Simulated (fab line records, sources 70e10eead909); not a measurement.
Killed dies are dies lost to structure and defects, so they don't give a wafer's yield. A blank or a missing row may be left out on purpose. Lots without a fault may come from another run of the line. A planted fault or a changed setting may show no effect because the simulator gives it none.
Chamber matching | flow nand_harc | NHARC_A_CHANNEL_FILL_D1_ETCHBACK_20 on rie_diel-11: 4 sister chambers
The step etches the open film in C4F8/O2/Ar, target depth 27 nm, time 13.5 s. 18 wafers are shown with their chamber, then 9 later ones without.

WAFERS WITH THEIR CHAMBER
wafer  | chamber | rf_vpp_V (V) | oes_product_au (a.u.)
L075.3 | 1       | 979          | 1.02
L075.4 | 3       | 988          | 0.99
L075.6 | 1       | 979          | 1.01
L078.1 | 2       | 972          | 1.01
L078.2 | 1       | 978          | 1.02
L078.4 | 0       | 970          | 1.00
L080.1 | 2       | 970          | 1.00
L080.3 | 1       | 979          | 1.00
L080.6 | 3       | 987          | 0.99
L084.1 | 1       | 979          | 0.94
L084.2 | 0       | 968          | 0.92
L084.5 | 3       | 988          | 0.91
L088.2 | 2       | 973          | 0.99
L088.3 | 0       | 969          | 1.00
L088.6 | 3       | 987          | 0.99
L085.1 | 3       | 988          | 0.91
L085.4 | 2       | 972          | 0.91
L085.6 | 1       | 980          | 0.93

SIGNATURES (means of the wafers above)
reading        | chamber 0 | chamber 1 | chamber 2 | chamber 3 | scatter within a chamber
rf_vpp_V       | 969.00    | 979.00    | 971.75    | 987.60    | 0.843
oes_product_au | 0.9733    | 0.9867    | 0.9775    | 0.9580    | 0.0436
Rule: a wafer's distance from a chamber is the root of the sum, over the readings, of the square of ((its reading less the chamber's mean) divided by the reading's scatter). The wafer belongs to the nearest chamber; if the next one is less than 2 further off, it can't be placed. The scatter: the root of (the sum of the squares of (reading less its chamber's mean) over the shown wafers, divided by (wafers less chambers)).

WAFERS WITHOUT THEIR CHAMBER
wafer  | rf_vpp_V (V) | oes_product_au (a.u.)
L090.4 | 978          | 0.93
L090.5 | 969          | 0.93
L090.6 | 980          | 0.92
L091.1 | 970          | 0.92
L091.3 | 981          | 0.93
L091.4 | 986          | 0.92
L097.1 | 972          | 0.92
L097.2 | 979          | 0.93
L097.4 | 970          | 0.92

WHICH CHAMBER EACH WENT THROUGH
wafer  | from the rows above     | in truth
L090.4 | 1                       | 1
L090.5 | 0                       | 0
L090.6 | 1                       | 1
L091.1 | can't be placed: 0 or 2 | 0
L091.3 | 1                       | 1
L091.4 | 3                       | 3
L097.1 | 2                       | 2
L097.2 | 1                       | 1
L097.4 | can't be placed: 0 or 2 | 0
Placed correctly: 7 of 9. Can't be placed from these rows: 2 (the true chamber is among the candidates in 2). Placed wrongly: 0.
